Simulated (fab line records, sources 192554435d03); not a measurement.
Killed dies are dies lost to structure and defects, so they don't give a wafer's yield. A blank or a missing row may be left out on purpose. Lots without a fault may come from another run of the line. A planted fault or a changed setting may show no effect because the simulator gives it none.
Split-lot experiment | flow n5_finfet | 7 lots, 39 wafers read, on a route of 1938 steps

THE SPLIT
At N5_STI_FIN_REVEAL_ETCHBACK_08 (etches SiO2 in C4F6/O2, target depth 30.5 nm, time 10.167 s), the setting target_depth_a was moved away from the recipe's 305 angstrom on 15 of the 39 wafers read, by -55.0% to +55.2%. The other wafers ran this setting at the recipe's value.

FROM THE SPLIT TO THE READING: what the file shows between them, 3 steps
- N5_STI_FIN_REVEAL_STRIP_24: strips in N2/H2, time 90 s
- N5_STI_FIN_REVEAL_PRECLEAN_25: cleans in SPM, time 90 s
- N5_STI_FIN_REVEAL_SRD_23: time 30 s

THE READING
trench_depth_nm, in nm, at N5_STI_FIN_REVEAL_FIN_H_MEAS_10. Fault-free wafers of this fab line usually give 52.0 nm, standard deviation 0.65 nm.

wafer  | tool, chamber at the split | target_depth_a as run, angstrom | against the recipe | trench_depth_nm, nm | against lot-mates on the recipe
L078.1 | rie_diel-02, 0,3,1         | 305                             | recipe             | 52.9                | -
L078.2 | rie_diel-02, 2,2,1         | 375.6                           | +23.1%             | 58.1                | +5.5
L078.3 | rie_diel-02, 0,3,1         | 305                             | recipe             | 52.5                | -
L078.4 | rie_diel-02, 0,3,1         | 305                             | recipe             | 52.5                | -
L078.5 | rie_diel-02, 2,2,1         | 375.6                           | +23.1%             | 58.6                | +6.0
L078.6 | rie_diel-02, 2,2,1         | 375.6                           | +23.1%             | 59.5                | +6.9
L084.1 | rie_diel-02, 1,2,1         | 305                             | recipe             | 52.4                | -
L084.2 | rie_diel-02, 0,3,2         | 473.5                           | +55.2%             | 69.9                | +17.7
L084.3 | rie_diel-02, 0,3,2         | 473.5                           | +55.2%             | 69.6                | +17.4
L084.4 | rie_diel-02, 1,2,1         | 305                             | recipe             | 51.8                | -
L084.5 | rie_diel-02, 1,2,1         | 305                             | recipe             | 52.4                | -
L084.6 | rie_diel-02, 0,3,2         | 473.5                           | +55.2%             | 67.3                | +15.1
L086.1 | rie_diel-03, 0,2,3         | 137.1                           | -55.0%             | 35.0                | -16.9
L086.2 | rie_diel-03, 1,3,0         | 305                             | recipe             | 52.1                | -
L086.3 | rie_diel-03, 0,2,3         | 137.1                           | -55.0%             | 35.5                | -16.4
L086.4 | rie_diel-03, 1,3,0         | 305                             | recipe             | 51.8                | -
L086.5 | rie_diel-03, 1,3,0         | 305                             | recipe             | 51.9                | -
L086.6 | rie_diel-03, 0,2,3         | 137.1                           | -55.0%             | 35.2                | -16.7
L089.1 | rie_diel-01, 0,2,3,0,3,2   | 305                             | recipe             | 51.0                | -
L089.2 | rie_diel-01, 0,2,3,0,3,2   | 305                             | recipe             | 51.4                | -
L089.3 | rie_diel-01, 0,2,3,0,3,2   | 305                             | recipe             | 51.8                | -
L089.4 | rie_diel-01, 0,2,3,0,3,2   | 305                             | recipe             | 51.0                | -
L089.5 | rie_diel-01, 0,2,3,0,3,2   | 305                             | recipe             | 51.9                | -
L089.6 | rie_diel-01, 0,2,3,0,3,2   | 305                             | recipe             | 51.5                | -
L095.1 | rie_diel-02, 1,3,1         | 245.8                           | -19.4%             | 47.1                | -5.7
L095.2 | rie_diel-02, 1,3,1         | 245.8                           | -19.4%             | 46.6                | -6.2
L095.3 | rie_diel-02, 0,2,2         | 305                             | recipe             | 53.1                | -
L095.4 | rie_diel-02, 0,2,2         | 305                             | recipe             | 52.6                | -
L095.5 | rie_diel-02, 1,3,1         | 245.8                           | -19.4%             | 46.6                | -6.2
L095.6 | rie_diel-02, 0,2,2         | 305                             | recipe             | 52.7                | -
L096.1 | rie_diel-03, 3,1,3         | 305                             | recipe             | 51.4                | -
L096.2 | rie_diel-03, 2,1,2         | 160.2                           | -47.5%             | 38.1                | -13.4
L096.3 | rie_diel-03, 3,1,3         | 305                             | recipe             | 52.0                | -
L096.4 | rie_diel-03, 2,1,2         | 160.2                           | -47.5%             | 36.8                | -14.7
L096.5 | rie_diel-03, 3,1,3         | 305                             | recipe             | 51.2                | -
L096.6 | rie_diel-03, 2,1,2         | 160.2                           | -47.5%             | 37.0                | -14.5
L097.2 | rie_diel-01, 1,2,1         | 305                             | recipe             | 52.0                | -
L097.3 | rie_diel-01, 1,2,1         | 305                             | recipe             | 51.1                | -
L097.5 | rie_diel-01, 1,2,1         | 305                             | recipe             | 52.1                | -
Where a row lists several chambers, the file gives one row for several wafers and doesn't say which wafer went through which chamber.

THE FIT
A straight line over all 39 wafers: trench_depth_nm changes by +0.304 nm for each +1% of target_depth_a; r = +1.00; the points scatter about the line by 0.67 nm.
The same after taking each lot's own level away (the mean of its wafers on the recipe; 39 wafers): +0.3 nm for each +1%; r = +1.00; scatter 0.54 nm.
On that fit, the largest move of target_depth_a shifts the reading by 17 nm.
The lots' own levels span 51.43 to 52.80 nm, that is 2.1 times the standard deviation above.
So the lot-to-lot level changes the slope little: the two slopes agree.
Check: with one of the wafers moved furthest among these (+55.2%) left out of the fit, the line predicts +16.3 nm for it against its lot-mates. It came out at +17.7 nm against them.

THE FILE'S OWN FIT
trench_depth_nm changes by +0.3 nm for each +1% of target_depth_a, r = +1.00.
